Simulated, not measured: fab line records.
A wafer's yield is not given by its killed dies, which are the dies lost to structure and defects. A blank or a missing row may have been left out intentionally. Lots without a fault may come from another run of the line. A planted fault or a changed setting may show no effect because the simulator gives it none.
fab line records | flow n5_finfet | part 2 of 2: steps 20 to 26 of 26
record lots=5 | wafers=15 | last_day=15
route steps=1938 shown BEOL_M4@1043
lots with no fault: from the same line, run without faults
start_h: hours from the record's first day to the start of the lot's first wafer shown | wait_h: hours since the lot's step before | " as in the row above | L1.1+2: one row covering several wafers at once | - no value, or no start given | * or withheld: withheld | < > ~ a bound
route shown NAME@n: NAME is a module with steps in the file, n the number in the route of the first one | usual: mean/standard deviation taken from wafers without a fault | same: alike in all rows | chamber/n: place in a boat | sites: readings site by site | _std_site: how widely they spread, as a standard deviation | _edge_site: the outer-site mean with the inner-site mean subtracted | radius_mm: how far each site lies from the wafer's centre | mask NAME#n: copy n | behind: the last tool/chamber to shape the wafer | hold: cause of the lot's hold/its duration in hours/its outcome | device: transistor that didn't switch, given as n, p or np | end of line: tests of these same wafers at the route's end | a step with no rows: only its recipe | killed: dies that structure and defects cost at the first sort, which is not the same as the wafer's yield | map: the dies of a wafer, with x for killed, . for not killed, _ for no die there
set.NAME: the setting the step ran with; set.NAME@STEP: the setting that earlier step ran with | model.NAME: the simulator's own value behind a step, which no gauge read
certain route steps with their lots: each step a table, each wafer a row
services: a tool's chamber out of use, with start hour (start_h, from the record's first day; less than 0 if before it), hours out, and reason
## steps
# step N5_BEOL_M4_ALD_98
# recipe material=SiO2 | target_thk_a=25 | temp_c=100 | ald_precursor_family=BDEAS | ald_co_reactant=O2-plasma | pulse_time_s=1 | co_reactant_pulse_time_s=1 | purge_time_s=2 | co_reactant_purge_time_s=2 | ald_cycles=17 | pressure_torr=2
# usual chamber_pressure_Torr=2.000/0.0041 | heater_power_w=77/7.8 | precursor_pulse_height_rel=0.997/0.019
# same ald_cycles=17 | co_reactant_purge_time_s=2
lot.wafer | tool       | chamber | start_h | wait_h | chamber_pressure_Torr | heater_power_w | precursor_pulse_height_rel
L075.1    | ald_sin-01 | 1       | 177.44  | 0.2    | 2.003                 | 73             | 1.027
L075.4    | "          | 2       | "       | "      | 1.995                 | 94             | 0.983
L075.6    | "          | 3       | "       | "      | 1.992                 | 78             | 1.013
L078.2    | ald_sin-04 | 3       | 191.89  | 0.2    | 2.000                 | 94             | 0.978
L078.3    | "          | 2       | "       | "      | 1.999                 | 88             | 1.025
L078.5    | "          | 2       | "       | "      | 2.005                 | 86             | 1.009
L079.1    | ald_sin-01 | 3       | 207.04  | 0.1    | 1.999                 | 77             | 0.998
L079.5    | "          | 0       | "       | "      | 1.995                 | 77             | 1.007
L079.6    | "          | 1       | "       | "      | 1.992                 | 72             | 1.042
L081.1    | ald_sin-02 | 3       | 210.11  | 0.1    | 2.001                 | 77             | 1.039
L081.3    | "          | 0       | "       | "      | 1.998                 | 69             | 1.007
L081.4    | "          | 2       | "       | "      | 1.993                 | 72             | 1.020
L085.2    | ald_sin-02 | 3       | 231.22  | 0.1    | 1.996                 | 75             | 1.003
L085.4    | "          | 2       | "       | "      | 1.996                 | 73             | 0.994
L085.5    | "          | 0       | "       | "      | 1.992                 | 68             | 0.990
# step N5_BEOL_M4_ETCHBACK_99
# recipe chemistry=CHF3 | target=SiO2 | target_depth_a=50 | time_s=10.4 | source_w=215 | bias_w=47 | Ar_flow_sccm=200 | CHF3_flow_sccm=12 | ion_energy_ev=100 | pressure_mtorr=30
# usual drypump_motor_current_A=5.9/0.6 | oes_product_au=0.79/0.086 | rf_vpp_V=241/3.9 | showerhead_plenum_p_Torr=2.19/0.085 | throttle_valve_pct=17.03/0.19
lot.wafer | tool        | chamber | start_h | wait_h | drypump_motor_current_A | oes_product_au | rf_hours_counter_h | rf_vpp_V | showerhead_plenum_p_Torr | throttle_valve_pct
L075.1    | rie_diel-02 | 3       | 180.99  | 3.5    | 6.0                     | 0.92           | 34                 | 237      | 2.30                     | 17.13
L075.4    | "           | 2       | "       | "      | 5.7                     | 0.81           | 86                 | 244      | 2.16                     | 16.95
L075.6    | "           | 2       | "       | "      | 5.6                     | 0.82           | -                  | 241      | 2.16                     | 16.95
L078.2    | rie_diel-02 | 3       | 202.05  | 10.1   | 6.0                     | 0.91           | 40                 | 239      | 2.30                     | 17.13
L078.3    | "           | 0       | "       | "      | 6.3                     | 0.71           | 213                | 245      | 2.22                     | 16.83
L078.5    | "           | 2       | "       | "      | 5.6                     | 0.81           | -                  | 242      | 2.15                     | 16.95
L081.1    | rie_diel-01 | 3       | 212.09  | 1.9    | 5.1                     | 0.83           | 63                 | 236      | 2.12                     | 16.91
L081.3    | "           | 1       | "       | "      | 6.1                     | 0.81           | 104                | 245      | 2.26                     | 17.06
L081.4    | "           | 2       | "       | "      | 4.9                     | 0.70           | 204                | 238      | 2.05                     | 17.08
L079.1    | rie_diel-01 | 0       | 224.59  | 17.5   | 6.8                     | 0.72           | 184                | 246      | 2.16                     | 17.31
L079.5    | "           | 2       | "       | "      | 4.9                     | 0.70           | -                  | 237      | 2.04                     | 17.12
L079.6    | "           | 1       | "       | "      | 6.2                     | 0.81           | -                  | 245      | 2.26                     | 17.08
L085.2    | rie_diel-02 | 1       | 244.28  | 13.0   | 6.5                     | 0.89           | 42                 | 242      | 2.28                     | 16.67
L085.4    | "           | 3       | "       | "      | 5.9                     | 0.88           | 53                 | 237      | 2.29                     | 17.16
L085.5    | "           | 2       | "       | "      | 5.6                     | 0.79           | -                  | 245      | 2.15                     | 16.99
# step N5_BEOL_M4_ETCH_70
# recipe chemistry=N2/H2 | target=SOC | target_depth_a=800 | overetch_a=240 | mask_material=SiARC | temp_c=40 | time_s=130 | ion_energy_ev=200 | pressure_mtorr=30 | source_w=840 | bias_w=150 | n2_flow_sccm=200 | h2_flow_sccm=200
# usual drypump_motor_current_A=5.9/0.6 | oes_product_au=0.58/0.059 | rf_vpp_V=524.8/2.9 | showerhead_plenum_p_Torr=2.58/0.098 | throttle_valve_pct=17.77/0.21
lot.wafer | tool        | chamber | start_h | wait_h | drypump_motor_current_A | oes_product_au | rf_hours_counter_h | rf_vpp_V | showerhead_plenum_p_Torr | throttle_valve_pct
L075.1    | rie_diel-02 | 3       | 181.03  | 0.0    | 6.0                     | 0.67           | 34                 | 529.3    | 2.69                     | 17.69
L075.4    | "           | 2       | "       | "      | 5.7                     | 0.59           | 86                 | 525.0    | 2.58                     | 17.96
L075.6    | "           | 2       | "       | "      | 5.7                     | 0.60           | -                  | 525.4    | 2.58                     | 17.97
L078.2    | rie_diel-02 | 3       | 202.08  | 0.0    | 6.0                     | 0.65           | 40                 | 527.3    | 2.69                     | 17.68
L078.3    | "           | 0       | "       | "      | 6.3                     | 0.52           | 213                | 525.5    | 2.62                     | 17.51
L078.5    | "           | 2       | "       | "      | 5.7                     | 0.58           | -                  | 523.2    | 2.58                     | 17.98
L081.1    | rie_diel-01 | 3       | 212.13  | 0.0    | 5.1                     | 0.61           | 63                 | 522.6    | 2.48                     | 17.50
L081.3    | "           | 1       | "       | "      | 6.1                     | 0.59           | 104                | 527.1    | 2.68                     | 17.91
L081.4    | "           | 2       | "       | "      | 4.9                     | 0.52           | 204                | 520.5    | 2.42                     | 17.90
L079.1    | rie_diel-01 | 0       | 224.63  | 0.0    | 6.8                     | 0.54           | 184                | 523.9    | 2.52                     | 17.80
L079.5    | "           | 2       | "       | "      | 4.9                     | 0.52           | -                  | 520.4    | 2.42                     | 17.94
L079.6    | "           | 1       | "       | "      | 6.1                     | 0.59           | -                  | 526.9    | 2.67                     | 17.92
L085.2    | rie_diel-02 | 1       | 244.32  | 0.0    | 6.5                     | 0.64           | 42                 | 528.9    | 2.70                     | 17.48
L085.4    | "           | 3       | "       | "      | 6.0                     | 0.64           | 53                 | 528.4    | 2.68                     | 17.71
L085.5    | "           | 2       | "       | "      | 5.7                     | 0.57           | -                  | 524.3    | 2.57                     | 18.03
# step N5_BEOL_M4_STRIP_71
# recipe chemistry=N2/H2 | temp_c=40 | n2_flow_sccm=200 | h2_flow_sccm=200 | rf_frequency_hz=6e+07
lot.wafer  | tool        | chamber | start_h | wait_h
L075.1+4+6 | rie_diel-02 | 3,2,2   | 181.12  | 0.0
L078.2+3+5 | rie_diel-02 | 3,0,2   | 202.17  | 0.0
L081.1+3+4 | rie_diel-01 | 3,1,2   | 212.21  | 0.0
L079.1+5+6 | rie_diel-01 | 0,2,1   | 224.72  | 0.0
L085.2+4+5 | rie_diel-02 | 1,3,2   | 244.41  | 0.0
# step N5_BEOL_M4_STRIP_78
# recipe chemistry=N2/H2 | temp_c=40 | n2_flow_sccm=200 | h2_flow_sccm=200 | rf_frequency_hz=6e+07
lot.wafer  | tool        | chamber | start_h | wait_h
L075.1+4+6 | rie_diel-02 | 3,2,2   | 181.13  | 0.0
L078.2+3+5 | rie_diel-02 | 3,0,2   | 202.18  | 0.0
L081.1+3+4 | rie_diel-01 | 3,1,2   | 212.22  | 0.0
L079.1+5+6 | rie_diel-01 | 0,2,1   | 224.73  | 0.0
L085.2+4+5 | rie_diel-02 | 1,3,2   | 244.42  | 0.0
# step N5_BEOL_M4_VIA_ETCH_34
# recipe chemistry=C4F6/O2 | target_depth_a=694 | mask_material=SOC | pressure_mtorr=15 | ion_energy_ev=250 | taper_deg=4 | time_s=65.9 | source_w=350 | bias_w=170 | Ar_flow_sccm=300 | C4F6_flow_sccm=10 | O2_flow_sccm=10
# usual drypump_motor_current_A=5.9/0.6 | oes_product_au=0.79/0.086 | rf_vpp_V=668/10 | showerhead_plenum_p_Torr=2.88/0.11 | throttle_valve_pct=30.8/0.3
lot.wafer | tool        | chamber | start_h | wait_h | drypump_motor_current_A | oes_product_au | rf_hours_counter_h | rf_vpp_V | showerhead_plenum_p_Torr | throttle_valve_pct
L075.1    | rie_diel-02 | 3       | 181.14  | 0.0    | 6.0                     | 0.90           | 34                 | 656      | 3.03                     | 31.0
L075.4    | "           | 2       | "       | "      | 5.6                     | 0.80           | 86                 | 673      | 2.85                     | 30.6
L075.6    | "           | 2       | "       | "      | 5.7                     | 0.81           | -                  | 672      | 2.85                     | 30.6
L078.2    | rie_diel-02 | 3       | 202.19  | 0.0    | 6.0                     | 0.90           | 40                 | 656      | 3.03                     | 31.1
L078.3    | "           | 0       | "       | "      | 6.2                     | 0.70           | 213                | 677      | 2.92                     | 30.4
L078.5    | "           | 2       | "       | "      | 5.7                     | 0.80           | -                  | 671      | 2.85                     | 30.6
L081.1    | rie_diel-01 | 3       | 212.23  | 0.0    | 5.1                     | 0.83           | 63                 | 653      | 2.80                     | 30.6
L081.3    | "           | 1       | "       | "      | 6.1                     | 0.81           | 104                | 675      | 2.98                     | 30.9
L081.4    | "           | 2       | "       | "      | 4.9                     | 0.70           | 204                | 659      | 2.71                     | 30.8
L079.1    | rie_diel-01 | 0       | 224.74  | 0.0    | 6.8                     | 0.72           | 184                | 677      | 2.85                     | 31.2
L079.5    | "           | 2       | "       | "      | 4.9                     | 0.70           | -                  | 658      | 2.70                     | 30.8
L079.6    | "           | 1       | "       | "      | 6.1                     | 0.81           | -                  | 676      | 2.98                     | 30.9
L085.2    | rie_diel-02 | 1       | 244.43  | 0.0    | 6.5                     | 0.88           | 42                 | 674      | 3.00                     | 30.3
L085.4    | "           | 3       | "       | "      | 5.9                     | 0.88           | 53                 | 657      | 3.02                     | 31.1
L085.5    | "           | 2       | "       | "      | 5.7                     | 0.79           | -                  | 673      | 2.84                     | 30.6
# step N5_BEOL_M4_STRIP_83
# recipe chemistry=C4F6/O2 | resist=SiARC | rf_frequency_hz=6e+07
lot.wafer  | tool        | chamber | start_h | wait_h
L075.1+4+6 | rie_diel-02 | 3,2,2   | 181.19  | 0.0
L078.2+3+5 | rie_diel-02 | 3,0,2   | 202.24  | 0.0
L081.1+3+4 | rie_diel-01 | 3,1,2   | 212.29  | 0.0
L079.1+5+6 | rie_diel-01 | 0,2,1   | 224.79  | 0.0
L085.2+4+5 | rie_diel-02 | 1,3,2   | 244.48  | 0.0
## services
tool           | chamber | start_h | hours | kind
euv_scanner-01 | -       | 153.30  | -     | calibration
rie_diel-01    | 3       | 165.61  | 6.2   | repair
euv_scanner-01 | 0       | 169.67  | -     | calibration
euv_scanner-01 | -       | 178.11  | 1.0   | pm
euv_scanner-02 | 0       | 179.89  | -     | calibration
euv_scanner-01 | -       | 192.09  | 5.8   | pm
rie_metal-02   | 1       | 198.71  | 15.0  | repair
rie_diel-01    | 1       | 200.33  | 1.6   | repair
rie_diel-05    | 0       | 203.00  | -     | clean
rie_diel-05    | 0       | 203.00  | -     | consumable_replace:focus_ring
rie_diel-05    | 0       | 203.00  | 22.6  | scheduled_down
rie_diel-05    | 0       | 203.00  | 22.6  | vent_cycle
euv_scanner-02 | -       | 206.50  | 4.6   | pm
euv_scanner-01 | -       | 216.23  | 10.8  | repair
rie_diel-05    | 3       | 226.02  | -     | clean
rie_diel-05    | 3       | 226.02  | -     | consumable_replace:focus_ring
rie_diel-05    | 3       | 226.02  | -     | consumable_replace:showerhead
rie_diel-05    | 3       | 226.02  | 24.8  | scheduled_down
rie_diel-05    | 3       | 226.02  | 24.8  | vent_cycle
euv_scanner-01 | -       | 234.26  | 1.0   | pm
ald_sin-01     | -       | 234.57  | 1.6   | repair
ald_sin-04     | 2       | 235.80  | 1.5   | repair
rie_metal-01   | -       | 241.19  | 2.8   | pm
